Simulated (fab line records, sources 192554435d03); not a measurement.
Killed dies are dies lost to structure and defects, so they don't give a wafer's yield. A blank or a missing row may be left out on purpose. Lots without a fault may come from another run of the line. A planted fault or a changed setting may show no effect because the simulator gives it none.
Which tool did it? | flow n5_finfet | 10 lots, 30 wafers sampled, at 2 steps of a route of 1938

WHAT THE GAUGES READ, wafer by wafer
N5_PASSIVATION_CD_MEAS_30: target cd 4000 nm.
lot  | measured     | on        | cd_nm (nm)
L474 | day 12 17:38 | cd_sem-02 | 4000.0 4001.0 3997.8
L471 | day 12 18:32 | cd_sem-02 | 3996.1 3998.6 3998.3
L475 | day 13 09:25 | cd_sem-02 | 3997.8 3999.5 3998.7
L481 | day 14 20:10 | cd_sem-03 | 4003.1 4001.3 4003.4
L487 | day 16 14:41 | cd_sem-03 | 4001.4 4001.0 3999.7
L490 | day 16 17:10 | cd_sem-02 | 4000.9 4003.2 4003.6
L489 | day 16 21:50 | cd_sem-02 | 3999.0 3998.7 3997.6
L491 | day 17 07:17 | cd_sem-03 | 4001.5 4001.5 4000.8
L494 | day 17 17:18 | cd_sem-01 | 3999.3 3999.9 4000.0
L493 | day 17 21:02 | cd_sem-02 | 3998.9 4001.5 3999.9

WHICH TOOL RAN EACH LOT (tool, then ch and the chambers of the sampled wafers, then the start)
lot  | N5_PASSIVATION_PRE_CLEAN_19
L474 | pvd_sputter-03, day 12 16:54
L471 | pvd_sputter-02, day 12 17:48
L475 | pvd_sputter-02, day 13 08:46
L481 | pvd_sputter-03, day 14 17:04
L487 | pvd_sputter-01, day 16 14:04
L490 | pvd_sputter-01, day 16 16:25
L489 | pvd_sputter-02, day 16 21:06
L491 | pvd_sputter-02, day 17 06:33
L494 | pvd_sputter-03, day 17 16:41
L493 | pvd_sputter-01, day 17 20:17
- N5_PASSIVATION_PRE_CLEAN_19

WHAT THE TOOLS THEMSELVES READ (means of the sampled wafers that have a number; where no wafer has one, the mark that the record gives instead)
N5_PASSIVATION_PRE_CLEAN_19.
lot  | tool           | heater_power_w (W)
L474 | pvd_sputter-03 | 426
L471 | pvd_sputter-02 | 469
L475 | pvd_sputter-02 | 484
L481 | pvd_sputter-03 | 412
L487 | pvd_sputter-01 | 471
L490 | pvd_sputter-01 | 434
L489 | pvd_sputter-02 | 514
L491 | pvd_sputter-02 | 488
L494 | pvd_sputter-03 | 455
L493 | pvd_sputter-01 | 428

THE ANSWER, worked out from the rows above alone
Rule: what is usual is taken from the lots themselves. Put in order of their means at a reading, lots are off if they are a third of the lots or fewer, leave a main group of 4 or more, and stand apart from it by a gap of 3 or more times the standard deviation of the main group's means; of several such gaps the widest counts. A main group whose means are all the same, to the digits that the tables above print for the reading, isn't used. A lot without any number at a reading at which 4 lots or more have one is off too. The other lots that the step has rows for count as sound. The gauges are gone through in route order, then the tools' own readings, and for those a lot's mean is taken as printed above. The first step at which some lot is off is used, and at that step the reading that is off furthest; a lot without a number counts as furthest.
No lot is off at any reading shown: from this, nothing can be told.

WHAT THE SIMULATOR HAD PUT IN
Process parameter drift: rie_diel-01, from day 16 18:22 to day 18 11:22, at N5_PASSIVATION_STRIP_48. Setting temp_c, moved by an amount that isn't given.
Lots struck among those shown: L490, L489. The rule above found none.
